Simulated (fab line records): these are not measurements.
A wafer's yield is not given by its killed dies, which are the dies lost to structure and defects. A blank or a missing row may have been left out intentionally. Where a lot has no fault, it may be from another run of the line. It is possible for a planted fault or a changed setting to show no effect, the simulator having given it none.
Matching of chambers | flow nand-harc | cmp-03 running NHARC_A_SGD_CUT_CMP_21: 4 sister chambers
The step polishes, target thk 148.19 nm. 8 wafers are shown with their chamber, then 9 later ones without.

## WAFERS PAIRED WITH THEIR CHAMBERS
wafer  | chamber | motor-current-A (A) | time-to-endpoint-s (s)
L082.5 | 3       | 11.7                | 47
L082.6 | 0       | 11.0                | 48
L085.2 | 2       | 13.2                | 45
L085.3 | 1       | 12.1                | 48
L085.6 | 2       | 13.5                | 43
L086.2 | 3       | 12.2                | 48
L086.3 | 1       | 11.9                | 48
L086.5 | 0       | 11.2                | 47

## WAFERS WITH NO CHAMBER GIVEN
wafer  | motor-current-A (A) | time-to-endpoint-s (s)
L089.1 | 11.0                | 52
L089.3 | 13.8                | 47
L089.4 | 11.9                | 52
L092.4 | 12.7                | 51
L092.5 | 11.9                | 54
L092.6 | 10.9                | 53
L096.1 | 12.3                | 46
L096.4 | 12.3                | 48
L096.6 | 12.0                | 48

## EACH ONE'S CHAMBER
wafer  | from the rows above          | in truth
L089.1 | can't be placed: 0 or 1 or 3 | 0
L089.3 | 2                            | 2
L089.4 | can't be placed: 1 or 3 or 0 | 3
L092.4 | can't be placed: 1 or 3      | 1
L092.5 | can't be placed: 1 or 3 or 0 | 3
L092.6 | can't be placed: 0 or 1 or 3 | 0
L096.1 | can't be placed: 3 or 1      | 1
L096.4 | can't be placed: 1 or 3      | 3
L096.6 | can't be placed: 1 or 3      | 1
Correctly placed: 1 of 9. Can't be placed from these rows: 8 (the true chamber is among the candidates in 8). 0 placed wrongly.
How it was worked out, from the rows above alone: a wafer's distance from a chamber is the root of the sum, over the readings, of the square of ((its reading less the chamber's mean) divided by the reading's scatter). If the next closest chamber is less than 2 further off than the closest, the wafer can't be placed; otherwise it belongs to the closest. Each chamber's mean is taken over the wafers shown for it. The scatter is the square root of a quotient: the sum, over the shown wafers, of each reading's squared deviation from its chamber's mean, divided by wafers minus chambers.
